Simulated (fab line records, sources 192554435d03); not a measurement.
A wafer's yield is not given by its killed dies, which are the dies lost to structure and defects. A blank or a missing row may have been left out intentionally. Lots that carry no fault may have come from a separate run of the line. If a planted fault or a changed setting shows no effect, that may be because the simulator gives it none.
Comparing a struck lot with a sound one :: flow n5_finfet :: 38 steps out of a route of 1938
Sound: these wafers, L969.1, L969.2, L969.3. The struck wafers were L956.1, L956.2, L956.5. The cause comes at the end.
Per side, at each step with rows, come the tool, then ch with its chambers, and then its first start. Under that, the readings that differ: sound wafers :: struck wafers :: difference of the means :: sigmas: that difference in standard deviations of wafers without a fault.
alike: readings whose means differ by less than 2 such deviations, and words and numbers that are the same on both sides. not compared: withheld readings, readings that some wafer has no value for, bounds like >300 that may hide the same value, and numbers for which the record gives no deviation and whose values overlap.
The two part at a step that has a row with sigmas, a row that says differs or no value, or rows on one side only. Non-overlapping numbers with no deviation appear without sigmas and do not part them. A reading missing from all wafers of one side parts the sides only when that side holds two or more wafers.

first, 11 steps without rows for these wafers: N5_BEOL_M5_SPUTTER_81 (material Cu, target thk 15 nm, time 27.62 s); N5_BEOL_M5_ANNEAL_82 (time 1800 s); N5_BEOL_M5_SPUTTER_83 (material Cu, target thk 15 nm, time 27.62 s); N5_BEOL_M5_ANNEAL_84 (time 1800 s); N5_BEOL_M5_SPUTTER_88 (material Cu, target thk 15 nm, time 27.62 s); N5_BEOL_M5_ANNEAL_89 (time 1800 s); N5_BEOL_M5_SPUTTER_90 (material Cu, target thk 4.5 nm, time 8.29 s); N5_BEOL_M5_ECD_50 (material Cu, target thk 300 nm); N5_BEOL_M5_ANNEAL_51 (time 90 s); N5_BEOL_M5_CMP_52 (polishes, stops on SiCOH lowk, t overpolish 6.9 s, target thk 62 nm); N5_BEOL_M5_PRE_CLEAN_77 (time 15 s).
N5_BEOL_M5_CO_CAP_78: material Co, precursor CCTBA/H2, target thk 2 nm, time 102.1 s.
  sound on cvd_co-02 ch 0,1,2, day 14 17:35; struck on cvd_co-01 ch 0,1, day 10 00:57
  alike: heater_power_w
then, 2 steps without rows for these wafers: N5_BEOL_M5_PRE_CLEAN_55 (time 15 s); N5_BEOL_M5_DEP_56 (deposits SiCN from 3MS/NH3, target thk 8 nm, time 14 s).
N5_BEOL_M5_INSPECT_58: inspects for defects (darkfield).
  sound on defect_inspect-02 at day 14 17:48; struck on defect_inspect-02 at day 10 01:10
reading: raw_defect_count
sound: 104 79 147
struck: 1105 1057 1126
difference: +986
sigmas: +47
then, 12 steps without rows for these wafers: N5_BEOL_M6_ILD_DEP_00 (deposits SiCOH lowk from DEMS/porogen, target thk 179.75 nm, time 33.4 s); N5_BEOL_M6_CURE_74 (cures SiCOH lowk, time 240 s); N5_BEOL_M6_PECVD_70 (deposits SiO2 from TEOS/O2, target thk 20 nm, time 22.7 s); N5_BEOL_M6_HM_DEP_02 (deposits TiN, target thk 20 nm); N5_BEOL_M6_COAT_59 (time 60 s, resist thk 100 nm); N5_BEOL_M6_COAT_60 (time 60 s, resist thk 35 nm); N5_BEOL_M6_COAT_05 (resist thk 90 nm); N5_BEOL_M6_EBR_07; N5_BEOL_M6_SOFTBAKE_06 (time 60 s); N5_BEOL_M6_EXPOSE_08 (exposes mask M6); N5_BEOL_M6_PEB_09 (peb time 60 s); N5_BEOL_M6_DEVELOP_10 (develop time 30 s).
N5_BEOL_M6_INSPECT_13: inspects for defects (brightfield).
  sound on defect_inspect-02 at day 14 20:19; struck on defect_inspect-02 at day 10 03:16
reading: raw_defect_count
sound: 438 333 502
struck: 1493 1473 1647
difference: +1113
sigmas: +13
then, 8 steps without rows for these wafers: N5_BEOL_M6_DESCUM_16 (chemistry O2, time 7.9 s); N5_BEOL_M6_ETCH_61 (etches SiARC in CF4, target depth 45.5 nm, time 75.8 s); N5_BEOL_M6_ETCH_62 (etches SOC in N2/H2, target depth 110 nm, overetch 22 nm, time 165 s); N5_BEOL_M6_STRIP_68 (strips in N2/H2); N5_BEOL_M6_STRIP_67 (strips in CF4); N5_BEOL_M6_HM_OPEN_17 (chemistry Cl2/BCl3, target TiN, target depth 20 nm, overetch 6 nm); N5_BEOL_M6_STRIP_19 (strips in O2); N5_BEOL_M6_COAT_63 (time 60 s, resist thk 60 nm).
N5_BEOL_M6_INSPECT_30: inspects for defects (brightfield).
  sound on defect_inspect-01 at day 14 21:24; struck on defect_inspect-01 at day 10 07:13
reading: raw_defect_count
sound: 398 313 475
struck: 1438 1453 1607
difference: +1104
sigmas: +13
-- the record jumps here: 4 days lie between the struck wafers' starts before and after (it left off in module BEOL_M6 and takes up again in module PASSIVATION, whose first step shown is number 1936 of the route) --
N5_PASSIVATION_PROBE_49:
  sound on prober-02 at day 18 15:28; struck on prober-02 at day 14 07:39
reading: defect_limited_yield (%)
sound: 90.9 93.0
struck: 85.2 82.1 82.5
difference: -8.7
sigmas: -5

reading: killed_at_M4_up
sound: 11 6
struck: 89 139 135
difference: +112
sigmas: +21

reading: killed_at_front_end
sound: 55 48
struck: 27 18 36
difference: -24
sigmas: -2

reading: killed_dies
sound: 107 83
struck: 175 211 207
difference: +103
sigmas: +5

reading: sort_bin_5_function (%)
sound: 4.9 4.3
struck: 8.6 11.1 9.6
difference: +5.2
sigmas: +5

reading: sort_n_pass
sound: 1073 1097
struck: 1005 969 973
difference: -103
sigmas: -5

reading: sort_yield_pct (%)
sound: 90.9 93.0
struck: 85.2 82.1 82.5
difference: -8.7
sigmas: -5
  alike: killed_at_M0_to_M3, killed_at_contacts, killed_at_other, killed_on_rim, killed_open, killed_short, sort_bin_6_memory

## WHERE THEY PART
First at N5_BEOL_M5_INSPECT_58; last, within this record, at N5_PASSIVATION_PROBE_49.

WHY: what the simulator had put in
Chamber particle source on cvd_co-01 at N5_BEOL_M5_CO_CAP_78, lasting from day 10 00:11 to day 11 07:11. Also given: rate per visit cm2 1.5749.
